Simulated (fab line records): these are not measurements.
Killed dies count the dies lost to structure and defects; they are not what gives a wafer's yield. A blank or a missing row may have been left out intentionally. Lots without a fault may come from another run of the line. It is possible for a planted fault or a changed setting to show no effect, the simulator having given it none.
Chamber matching -- flow n5Finfet -- 4 sister chambers for N5_BEOL_M0_SAQP_DESCUM_19 on rieDiel-06
The step chemistry O2, time 7.9 s. 14 wafers are shown with their chamber, then 7 later ones without.

## EACH WAFER AND ITS CHAMBER
wafer,chamber,showerheadPlenumPTorr (Torr),drypumpMotorCurrentA (A),oesProductAu (a.u.)
L077.1,0,2.14,6.3,0.90
L077.4,1,1.99,5.8,0.74
L077.5,0,2.14,6.3,0.91
L078.1,1,1.99,5.7,0.73
L078.2,2,2.17,5.6,0.78
L078.3,0,2.14,6.3,0.91
L080.2,3,2.07,6.4,0.98
L080.4,0,2.14,6.3,0.89
L080.5,1,1.99,5.7,0.73
L081.1,3,2.07,6.5,0.95
L081.4,0,2.14,6.3,0.89
L081.5,2,2.17,5.6,0.78
L094.1,3,2.06,6.5,0.90
L094.4,0,2.13,6.3,0.87

SIGNATURES (averages over the wafers above)
reading,chamber 0,chamber 1,chamber 2,chamber 3,scatter within a chamber
showerheadPlenumPTorr,2.1383,1.9900,2.1700,2.0667,0.00387
drypumpMotorCurrentA,6.300,5.733,5.600,6.467,0.0365
oesProductAu,0.8950,0.7333,0.7800,0.9433,0.0212
Rule: for a wafer and a chamber, the distance is found by dividing, reading by reading, the gap between the wafer's reading and the chamber's mean by the reading's scatter, squaring, summing and taking the root. If the next closest chamber is less than 2 further off than the closest, the wafer can't be placed; otherwise it belongs to the closest. How the scatter is found: for the shown wafers, subtract from each reading the mean of its chamber, square and add these, divide the total by (wafers less chambers), then take the root.

## WAFERS WITH NO CHAMBER GIVEN
wafer,showerheadPlenumPTorr (Torr),drypumpMotorCurrentA (A),oesProductAu (a.u.)
L094.5,2.16,5.6,0.76
L095.1,2.16,5.6,0.75
L095.3,2.06,6.5,0.90
L095.6,2.16,5.6,0.76
L097.1,2.16,5.6,0.75
L097.2,1.98,5.8,0.70
L097.3,2.13,6.3,0.85

## WHICH CHAMBER EACH WENT THROUGH
wafer,from the rows above,in truth
L094.5,2,2
L095.1,2,2
L095.3,3,3
L095.6,2,2
L097.1,2,2
L097.2,1,1
L097.3,0,0
7 of 7 placed correctly. From these rows, 0 cannot be placed. Number placed wrongly: 0.
